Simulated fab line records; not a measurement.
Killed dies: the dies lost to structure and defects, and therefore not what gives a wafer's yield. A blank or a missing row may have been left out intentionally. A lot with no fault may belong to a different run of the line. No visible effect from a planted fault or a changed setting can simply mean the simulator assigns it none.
Which tool did it?    flow nand_harc    30 wafers sampled from 10 lots at 1 step of a route of 1159

## WHAT THE GAUGES READ, wafer by wafer
NHARC_P_M0_INSPECT_11. Usual: raw_defect_count 4.2, standard deviation 2.6.
lot   measured      on                 raw_defect_count  flag
L744  day 6 13:14   defect_inspect-01  6 8 5             
L746  day 6 19:44   defect_inspect-01  5 15 6            
L749  day 8 00:42   defect_inspect-01  5 7 10            
L750  day 8 01:16   defect_inspect-02  1 1 4             
L756  day 9 03:50   defect_inspect-02  1 3 2             
L754  day 9 11:08   defect_inspect-02  5 5 0             
L757  day 9 20:10   defect_inspect-01  0 1 2             
L762  day 11 00:59  defect_inspect-02  6 5 6             
L763  day 11 01:34  defect_inspect-01  4 6 3             
L764  day 11 18:23  defect_inspect-01  8 7 14            

## EACH LOT AND THE TOOL THAT RAN IT (in order: tool; ch and the chambers of the sampled wafers; start)
Before these readings, the record contains no process step.

## WHAT THE TOOLS THEMSELVES READ (means of the sampled wafers that have a number; where no wafer has one, the mark that the record gives instead)
The record holds no such reading with a usual standard deviation.

## THE ANSWER, worked out from the rows above alone
Rule: lot off if the mean of its wafers having a number is beyond 3 standard deviations from the usual mean. A lot without any number at a reading at which 4 lots or more have one is off too. The other lots that the step has rows for count as sound. The gauges are gone through in route order, then the tools' own readings, and for those a lot's mean is taken as printed above. The first step at which some lot is off is used, and at that step the reading that is off furthest; a lot without a number counts as furthest.
None of the lots is off at any reading shown; this tells nothing.

## WHAT THE SIMULATOR HAD INSERTED
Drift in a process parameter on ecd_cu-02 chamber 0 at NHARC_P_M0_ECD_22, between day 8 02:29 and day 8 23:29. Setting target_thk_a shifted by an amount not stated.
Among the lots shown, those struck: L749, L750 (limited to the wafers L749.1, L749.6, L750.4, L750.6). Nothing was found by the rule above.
